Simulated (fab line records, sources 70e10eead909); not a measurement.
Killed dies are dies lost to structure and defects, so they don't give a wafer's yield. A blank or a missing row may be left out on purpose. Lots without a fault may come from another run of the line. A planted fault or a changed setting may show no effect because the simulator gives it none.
Which tool did it? | flow nand_harc | 6 lots, 18 wafers sampled, at 5 steps of a route of 1159

WHAT THE GAUGES READ, wafer by wafer
NHARC_END_SORT_01.
lot  | measured     | on        | killed_at_array
L937 | day 20 02:50 | prober-01 | 27 19 23
L943 | day 21 22:28 | prober-01 | 29 41 38
L944 | day 21 17:04 | prober-02 | 31 21 29
L948 | day 22 02:00 | prober-02 | 34 36 40
L954 | day 25 01:14 | prober-02 | 676 674 675
L955 | day 25 02:11 | prober-01 | 673 669 669

WHICH TOOL RAN EACH LOT (tool, then ch and the chambers of the sampled wafers, then the start)
lot  | NHARC_A_STAIRCASE_ETCH_223                    | NHARC_A_STAIRCASE_TRIM_224                    | NHARC_A_STAIRCASE_ETCH_230                    | NHARC_A_STAIRCASE_TRIM_231
L937 | rie_diel-01 ch 0,1,3, day 11 20:46 or earlier | rie_diel-01 ch 0,1,3, day 11 20:46 or earlier | rie_diel-01 ch 1,2,3, day 11 20:46 or earlier | rie_diel-01 ch 0,3, day 11 20:46
L943 | rie_diel-02 ch 0,1,3, day 13 12:31 or earlier | rie_diel-02 ch 0,1,3, day 13 12:31 or earlier | rie_diel-02 ch 0,1,3, day 13 12:31 or earlier | rie_diel-02 ch 0,1,2, day 13 12:31
L944 | rie_diel-02 ch 0,2,3, day 13 15:41 or earlier | rie_diel-02 ch 0,3, day 13 15:41 or earlier   | rie_diel-07 ch 0,1, day 13 15:41 or earlier   | rie_diel-07 ch 0,3, day 13 15:41
L948 | rie_diel-02 ch 0,2,3, day 14 07:37 or earlier | rie_diel-02 ch 1,3, day 14 07:37 or earlier   | rie_diel-02 ch 0,1,3, day 14 07:37 or earlier | rie_diel-02 ch 0,3, day 14 07:37
L954 | rie_diel-01 ch 1,2,3, day 16 04:23 or earlier | rie_diel-01 ch 0,1,2, day 16 04:23 or earlier | rie_diel-02 ch 1,3, day 16 04:23 or earlier   | rie_diel-02 ch 0,1,3, day 16 04:23
L955 | rie_diel-02 ch 0,1,3, day 16 13:09 or earlier | rie_diel-02 ch 0,1,3, day 16 13:09 or earlier | rie_diel-02 ch 1,2, day 16 13:09 or earlier   | rie_diel-02 ch 2,3, day 16 13:09
- NHARC_A_STAIRCASE_ETCH_223: etches the open film in C4F8/O2, target depth 100 nm, time 40.5 s.
- NHARC_A_STAIRCASE_TRIM_224: chemistry O2, time 211.2 s.
- NHARC_A_STAIRCASE_ETCH_230: etches the open film in C4F8/O2, target depth 100 nm, time 40.5 s.
- NHARC_A_STAIRCASE_TRIM_231: chemistry O2, time 211.2 s.

THE ANSWER, worked out from the rows above alone
Rule: what is usual is taken from the lots themselves. Put in order of their means at a reading, lots are off if they are a third of the lots or fewer, leave a main group of 4 or more, and stand apart from it by a gap of 3 or more times the standard deviation of the main group's means; of several such gaps the widest counts. A main group whose means are all the same, to the digits that the tables above print for the reading, isn't used. A lot without any number at a reading at which 4 lots or more have one is off too. The other lots that the step has rows for count as sound.
Off: L954, L955, at NHARC_END_SORT_01 (killed_at_array). The main group: mean 31, standard deviation 5.8.
A tool fits if, at a process step before that reading, it ran every lot that is off, and no sound lot after the first of them. The gauges at NHARC_END_SORT_01 are tried like those tools. NHARC_A_STAIRCASE_ETCH_223 gives no start for some lots, so the hours and the order of its lots are those of NHARC_A_STAIRCASE_TRIM_231. NHARC_A_STAIRCASE_TRIM_224 gives no start for some lots, so the hours and the order of its lots are those of NHARC_A_STAIRCASE_TRIM_231. NHARC_A_STAIRCASE_ETCH_230 gives no start for some lots, so the hours and the order of its lots are those of NHARC_A_STAIRCASE_TRIM_231. One fits: rie_diel-02 at NHARC_A_STAIRCASE_ETCH_230 and NHARC_A_STAIRCASE_TRIM_231. At NHARC_A_STAIRCASE_ETCH_230 its last sound lot is L948 (day 14 07:37), its first lot that is off L954 (day 16 04:23): a fault that began between those two fits.

WHAT THE SIMULATOR HAD PUT IN
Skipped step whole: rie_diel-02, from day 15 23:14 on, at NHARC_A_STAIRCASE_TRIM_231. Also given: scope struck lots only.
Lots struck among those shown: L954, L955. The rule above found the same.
